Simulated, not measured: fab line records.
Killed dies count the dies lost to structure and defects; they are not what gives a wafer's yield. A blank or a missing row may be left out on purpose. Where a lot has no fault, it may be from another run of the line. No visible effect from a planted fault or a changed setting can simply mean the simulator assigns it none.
fab line records | flow nandHarc | part 2 of 2: steps 27 to 38 of 38
record lots=5 | wafers=15 | lastDay=34
route steps=1302 shown P_M0@260 P_M1@285
lots untouched by any fault: they come from a run of this same line in which no faults occurred
startH: hours from the record's opening day to when the first of the lot's shown wafers began | waitH: hours from the lot's prior step to this one | " as in the row above | L1.1+2: a single row standing in for several wafers | - no value present, or no start provided | * or withheld: withheld | < > ~ a bound
route shown NAME@n: names a module that has steps shown in the file, with the first one's number in the route | usual: the fault-free wafers' mean and standard deviation | same: alike in all rows | chamber/n: place in a boat | sites: the reading at each site | _std_site: standard deviation of those values | _edge_site: mean of outer sites minus mean of inner sites | radiusMm: how far each site lies from the wafer's centre | mask NAME#n: copy n | behind: tool/chamber where the wafer was last shaped | hold: the reason the lot was held/the length of the hold in hours/how it ended | device: names the non-switching transistor (n, p or np) | end of line: at the end of the route, the tests of the same wafers | where a step has no rows: the recipe by itself | killed: at the first sort, the dies lost to defects and structure; wafer yield is something else | map: shows each die of a wafer: x if killed, . if not, _ if none is there
set.NAME: the run value of the setting; set.NAME@STEP: its run value at that earlier step | model.NAME: the simulator's own value behind a step, which no gauge read
lots at selected steps of the route; one table per step, one row per wafer
services: the hour from which a tool's chamber was out of use, counted from the record's first day as startH (under 0 if before that day), plus the number of hours and why
## steps
# step NHARC_P_M1_HMDS_02
# recipe timeS=30
lot.wafer  | tool          | chamber | startH | waitH
L076.1+2+5 | lithoTrack-06 | 0       | -      | -
L082.2+3+5 | lithoTrack-06 | 0       | -      | -
L084.2+4+6 | lithoTrack-01 | 0       | -      | -
L087.1+3+5 | lithoTrack-04 | 0       | -      | -
L096.1+2+6 | lithoTrack-06 | 0       | -      | -
# step NHARC_P_M1_COAT_34
# recipe tempC=200 | timeS=65
# usual heaterPowerTotalW=386.2/1.3
lot.wafer | tool          | chamber | startH | waitH | heaterPowerTotalW
L076.1    | lithoTrack-06 | 0       | -      | -     | 384.7
L076.2    | "             | 0       | "      | "     | 386.9
L076.5    | "             | 0       | "      | "     | 385.0
L082.2    | lithoTrack-06 | 0       | -      | -     | 385.7
L082.3    | "             | 0       | "      | "     | 384.4
L082.5    | "             | 0       | "      | "     | 387.5
L084.2    | lithoTrack-01 | 0       | -      | -     | 387.0
L084.4    | "             | 0       | "      | "     | 386.0
L084.6    | "             | 0       | "      | "     | 385.8
L087.1    | lithoTrack-04 | 0       | -      | -     | 385.5
L087.3    | "             | 0       | "      | "     | 387.0
L087.5    | "             | 0       | "      | "     | 386.9
L096.1    | lithoTrack-06 | 0       | -      | -     | 385.8
L096.2    | "             | 0       | "      | "     | 387.4
L096.6    | "             | 0       | "      | "     | 385.7
# step NHARC_P_M1_COAT_03
# recipe spinRpm=1500 | resistThkNm=90
lot.wafer  | tool          | chamber | startH | waitH
L076.1+2+5 | lithoTrack-06 | 0       | -      | -
L082.2+3+5 | lithoTrack-06 | 0       | -      | -
L084.2+4+6 | lithoTrack-01 | 0       | -      | -
L087.1+3+5 | lithoTrack-04 | 0       | -      | -
L096.1+2+6 | lithoTrack-06 | 0       | -      | -
# step NHARC_P_M1_SOFTBAKE_04
# recipe tempC=105 | timeS=55
# usual heaterPowerTotalW=188.46/0.14
lot.wafer | tool          | chamber | startH | waitH | heaterPowerTotalW
L076.1    | lithoTrack-06 | 0       | -      | -     | 188.48
L076.2    | "             | 0       | "      | "     | 188.77
L076.5    | "             | 0       | "      | "     | 188.51
L082.2    | lithoTrack-06 | 0       | -      | -     | 188.29
L082.3    | "             | 0       | "      | "     | 188.27
L082.5    | "             | 0       | "      | "     | 188.28
L084.2    | lithoTrack-01 | 0       | -      | -     | 188.51
L084.4    | "             | 0       | "      | "     | 188.59
L084.6    | "             | 0       | "      | "     | 188.66
L087.1    | lithoTrack-04 | 0       | -      | -     | 188.67
L087.3    | "             | 0       | "      | "     | 188.42
L087.5    | "             | 0       | "      | "     | 188.53
L096.1    | lithoTrack-06 | 0       | -      | -     | 188.27
L096.2    | "             | 0       | "      | "     | 188.34
L096.6    | "             | 0       | "      | "     | 188.43
# step NHARC_P_M1_EBR_05
lot.wafer  | tool          | chamber | startH | waitH
L076.1+2+5 | lithoTrack-06 | 0       | -      | -
L082.2+3+5 | lithoTrack-06 | 0       | -      | -
L084.2+4+6 | lithoTrack-01 | 0       | -      | -
L087.1+3+5 | lithoTrack-04 | 0       | -      | -
L096.1+2+6 | lithoTrack-06 | 0       | -      | -
# step NHARC_P_M1_EXPOSE_06
# recipe na=1.35 | targetCdNm=130 | doseMj=81.88 | maskId=P_M1
lot.wafer  | tool           | chamber | startH | waitH | mask
L076.1+2+5 | arfiScanner-01 | 0       | 145.59 | -     | P_M1#0
L082.2+3+5 | arfiScanner-03 | 0       | 204.95 | -     | P_M1#0
L084.2+4+6 | arfiScanner-01 | 0       | 224.15 | -     | P_M1#0
L087.1+3+5 | arfiScanner-01 | 0       | 256.38 | -     | P_M1#0
L096.1+2+6 | arfiScanner-01 | 0       | 348.31 | -     | P_M1#0
# step NHARC_P_M1_PEB_07
# recipe pebTempC=100 | pebTimeS=65
# usual heaterPowerTotalW=156.6/0.42
# same pebTimeS=65
lot.wafer | tool          | chamber | startH | waitH | heaterPowerTotalW
L076.1    | lithoTrack-04 | 0       | 145.65 | 0.1   | 157.1
L076.2    | "             | 0       | "      | "     | 157.1
L076.5    | "             | 0       | "      | "     | 157.1
L082.2    | lithoTrack-01 | 0       | 205.00 | 0.1   | 156.0
L082.3    | "             | 0       | "      | "     | 157.2
L082.5    | "             | 0       | "      | "     | 156.2
L084.2    | lithoTrack-06 | 0       | 224.21 | 0.1   | 156.1
L084.4    | "             | 0       | "      | "     | 157.1
L084.6    | "             | 0       | "      | "     | 157.1
L087.1    | lithoTrack-06 | 0       | 256.44 | 0.1   | 157.1
L087.3    | "             | 0       | "      | "     | 157.1
L087.5    | "             | 0       | "      | "     | 156.5
L096.1    | lithoTrack-04 | 0       | 348.37 | 0.1   | 156.8
L096.2    | "             | 0       | "      | "     | 157.2
L096.6    | "             | 0       | "      | "     | 156.6
# step NHARC_P_M1_DEVELOP_08
# recipe developTimeS=35 | devTempC=23
lot.wafer  | tool          | chamber | startH | waitH
L076.1+2+5 | lithoTrack-04 | 0       | -      | -
L082.2+3+5 | lithoTrack-01 | 0       | -      | -
L084.2+4+6 | lithoTrack-06 | 0       | -      | -
L087.1+3+5 | lithoTrack-06 | 0       | -      | -
L096.1+2+6 | lithoTrack-04 | 0       | -      | -
# step NHARC_P_M1_CD_MEAS_09
# recipe targetCdNm=130 | landingEnergyEv=500
# usual cdNm=129.8/0.68
lot.wafer | tool     | chamber | startH | waitH | cdNm
L076.1    | cdSem-02 | 0       | 145.73 | -     | 129.1
L076.2    | "        | 0       | "      | "     | 130.0
L076.5    | "        | 0       | "      | "     | 128.8
L082.2    | cdSem-01 | 0       | 205.08 | -     | 129.8
L082.3    | "        | 0       | "      | "     | 130.2
L082.5    | "        | 0       | "      | "     | 130.7
L084.2    | cdSem-01 | 0       | 224.29 | -     | 131.0
L084.4    | "        | 0       | "      | "     | 130.5
L084.6    | "        | 0       | "      | "     | 130.6
L087.1    | cdSem-03 | 0       | 256.52 | -     | 129.6
L087.3    | "        | 0       | "      | "     | 129.5
L087.5    | "        | 0       | "      | "     | 129.9
L096.1    | cdSem-01 | 0       | 348.45 | -     | 130.2
L096.2    | "        | 0       | "      | "     | 128.7
L096.6    | "        | 0       | "      | "     | 129.5
# step NHARC_P_M1_OVL_MEAS_10
# recipe pitchNm=260
# usual overlayXNm=0.2/0.73 | overlayYNm=0.0/0.91
lot.wafer | tool       | chamber | startH | waitH | overlayXNm | overlayYNm
L076.1    | overlay-01 | -       | 145.82 | -     | -1.1       | 0.6
L076.2    | "          | -       | "      | "     | -0.8       | -0.5
L076.5    | "          | -       | "      | "     | -0.7       | 0.6
L082.2    | overlay-01 | -       | 205.17 | -     | 0.0        | 0.4
L082.3    | "          | -       | "      | "     | -0.4       | 0.5
L082.5    | "          | -       | "      | "     | 0.1        | 0.5
L084.2    | overlay-02 | -       | 224.38 | -     | 0.4        | 0.3
L084.4    | "          | -       | "      | "     | 0.5        | 0.8
L084.6    | "          | -       | "      | "     | 0.0        | 0.2
L087.1    | overlay-01 | -       | 256.61 | -     | 0.8        | 0.0
L087.3    | "          | -       | "      | "     | 0.3        | 0.8
L087.5    | "          | -       | "      | "     | 0.2        | 0.7
L096.1    | overlay-01 | -       | 348.54 | -     | -0.3       | 1.2
L096.2    | "          | -       | "      | "     | -0.2       | 0.9
L096.6    | "          | -       | "      | "     | 0.4        | 0.4
# step NHARC_P_M1_INSPECT_11
# usual rawDefectCount=4.4/3
lot.wafer | tool             | chamber | startH | waitH | rawDefectCount
L076.1    | defectInspect-02 | -       | 145.86 | 0.0   | 4
L076.2    | "                | -       | "      | "     | 5
L076.5    | "                | -       | "      | "     | 0
L082.2    | defectInspect-01 | -       | 205.21 | 0.0   | 3
L082.3    | "                | -       | "      | "     | 3
L082.5    | "                | -       | "      | "     | 2
L084.2    | defectInspect-02 | -       | 224.41 | 0.0   | 1
L084.4    | "                | -       | "      | "     | 2
L084.6    | "                | -       | "      | "     | 4
L087.1    | defectInspect-02 | -       | 256.64 | 0.0   | 8
L087.3    | "                | -       | "      | "     | 16
L087.5    | "                | -       | "      | "     | 13
L096.1    | defectInspect-02 | -       | 348.58 | 0.0   | 2
L096.2    | "                | -       | "      | "     | 1
L096.6    | "                | -       | "      | "     | 4
# step NHARC_P_M1_DESCUM_14
# recipe timeS=3 | o2FlowSccm=200 | arFlowSccm=0 | biasPowerW=0 | chemistry=O2
# usual drypumpMotorCurrentA=5.9/0.36 | oesProductAu=1.005/0.013 | rfVppV=57.7/0.84 | showerheadPlenumPTorr=1.89/0.092 | throttleValvePct=11.311/0.0097
lot.wafer | tool       | chamber | startH | waitH | drypumpMotorCurrentA | oesProductAu | rfHoursCounterH | rfVppV | showerheadPlenumPTorr | throttleValvePct
L076.1    | rieDiel-07 | 2       | 145.93 | 0.1   | 6.5                  | 1.019        | 1               | 56.7   | 1.90                  | 11.328
L076.2    | "          | 0       | "      | "     | 5.6                  | 1.020        | 1               | 56.6   | 2.04                  | 11.311
L076.5    | "          | 1       | "      | "     | 6.2                  | 1.019        | -               | 57.3   | 1.83                  | 11.314
L082.2    | rieDiel-04 | 0       | 205.27 | 0.1   | 5.8                  | 0.983        | 2               | 59.4   | 1.80                  | 11.309
L082.3    | "          | 3       | "      | "     | 6.3                  | 0.999        | 2               | 56.8   | 1.80                  | 11.307
L082.5    | "          | 3       | "      | "     | 6.3                  | 1.002        | -               | 56.9   | 1.80                  | 11.311
L084.2    | rieDiel-07 | 1       | 224.48 | 0.1   | 6.2                  | 1.030        | 6               | 57.3   | 1.83                  | 11.308
L084.4    | "          | 2       | "      | "     | 6.5                  | 1.009        | 5               | 56.4   | 1.90                  | 11.315
L084.6    | "          | 0       | "      | "     | 5.6                  | 1.011        | -               | 59.3   | 2.04                  | 11.312
L087.3    | rieDiel-07 | 3       | 256.70 | 0.1   | 5.5                  | 1.013        | 7               | 57.9   | 1.80                  | 11.325
L087.1    | "          | 1       | "      | "     | 6.1                  | 1.018        | 8               | 57.7   | 1.83                  | 11.311
L087.5    | "          | 3       | "      | "     | 5.5                  | 1.009        | -               | 59.2   | 1.80                  | 11.318
L096.1    | rieDiel-04 | 3       | 348.64 | 0.1   | 6.3                  | 0.989        | 15              | 57.5   | 1.80                  | 11.296
L096.2    | "          | 0       | "      | "     | 5.7                  | 0.966        | 16              | 58.6   | 1.79                  | 11.312
L096.6    | "          | 0       | "      | "     | 5.8                  | 0.971        | -               | 58.2   | 1.79                  | 11.304
## services
tool           | chamber | startH | hours | kind
pvdSputter-02  | -       | 120.80 | 4.3   | repair
arfiScanner-01 | -       | 132.67 | 5.6   | repair
rieDiel-09     | -       | 143.23 | 9.0   | pm
lithoTrack-01  | -       | 155.00 | 7.0   | pm
rieDiel-03     | 2       | 160.00 | 17.2  | repair
rieDiel-03     | -       | 164.59 | 0.7   | repair
pvdSputter-02  | -       | 176.00 | 2.1   | repair
lithoTrack-06  | -       | 179.00 | 7.0   | pm
pecvd-03       | -       | 185.00 | 13.0  | pm
arfiScanner-01 | -       | 192.16 | 0.9   | repair
rieDiel-03     | 0       | 196.81 | 3.7   | repair
rieDiel-09     | 1       | 197.35 | 3.9   | repair
rieDiel-09     | 0       | 198.03 | 3.8   | repair
lithoTrack-04  | -       | 203.00 | 7.0   | pm
rieDiel-09     | 2       | 208.66 | 46.3  | repair
arfiScanner-01 | -       | 252.00 | 4.0   | pm
rieDiel-09     | 2       | 260.02 | 6.7   | repair
pecvd-04       | -       | 269.38 | 13.0  | pm
rieDiel-03     | -       | 281.39 | 9.0   | pm
pvdSputter-02  | -       | 282.01 | 10.0  | pm
pecvd-03       | -       | 305.98 | 0.3   | repair
pecvd-03       | -       | 317.97 | 1.2   | repair
rieDiel-09     | -       | 320.23 | 9.0   | pm
lithoTrack-01  | -       | 330.00 | 7.0   | pm
